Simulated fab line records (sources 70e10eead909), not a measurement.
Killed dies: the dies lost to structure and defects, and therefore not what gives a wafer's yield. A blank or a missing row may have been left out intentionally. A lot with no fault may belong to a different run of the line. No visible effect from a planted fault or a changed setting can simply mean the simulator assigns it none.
Matching of chambers | flow nand-harc | pecvd-01 running NHARC_A_CONTACT_DEP_85: 3 sister chambers
The step deposits SiON, target thk 60 nm. 16 wafers are shown with their chamber, then 8 later ones without.

WAFERS, EACH WITH ITS CHAMBER
wafer  | chamber | showerhead-vpp-V (V) | heater-power-w (W)
L077.2 | 1       | 1083                 | 861
L077.4 | 0       | 1171                 | 829
L077.5 | 1       | 1074                 | 812
L078.1 | 2       | 1193                 | 917
L078.3 | 1       | 1089                 | 755
L078.6 | 1       | 1065                 | 737
L079.1 | 2       | 1201                 | 845
L079.4 | 2       | 1174                 | 865
L079.5 | 1       | 1085                 | 772
L082.1 | 1       | 1082                 | 812
L082.3 | 2       | 1177                 | 933
L082.5 | 2       | 1212                 | 942
L087.1 | 1       | 1083                 | 750
L087.5 | 0       | 1165                 | 830
L087.6 | 1       | 1068                 | 771
L089.1 | 1       | 1067                 | 715

SIGNATURES (averages over the wafers above)
reading          | chamber 0 | chamber 1 | chamber 2 | scatter within a chamber
showerhead-vpp-V | 1168.00   | 1077.33   | 1191.40   | 11.4
heater-power-w   | 829.50    | 776.11    | 900.40    | 42.6
Rule: a wafer's distance from a chamber is the root of the sum, over the readings, of the square of ((its reading less the chamber's mean) divided by the reading's scatter). If the next closest chamber is less than 2 further off than the closest, the wafer can't be placed; otherwise it belongs to the closest. The scatter: the root of (the sum of the squares of (reading less its chamber's mean) over the shown wafers, divided by (wafers less chambers)).

WAFERS MISSING THEIR CHAMBER
wafer  | showerhead-vpp-V (V) | heater-power-w (W)
L089.5 | 1176                 | 871
L089.6 | 1082                 | 733
L092.1 | 1189                 | 908
L092.3 | 1182                 | 903
L092.5 | 1180                 | 933
L096.2 | 1087                 | 769
L096.4 | 1175                 | 911
L096.6 | 1183                 | 873

WHICH CHAMBER EACH ONE RAN IN
wafer  | from the rows above     | in truth
L089.5 | can't be placed: 0 or 2 | 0
L089.6 | 1                       | 1
L092.1 | 2                       | 2
L092.3 | can't be placed: 2 or 0 | 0
L092.5 | can't be placed: 2 or 0 | 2
L096.2 | 1                       | 1
L096.4 | can't be placed: 2 or 0 | 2
L096.6 | can't be placed: 2 or 0 | 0
Correctly placed: 3 of 8. Not placeable from these rows: 5 (in 5, the candidates include the true chamber). 0 placed wrongly.
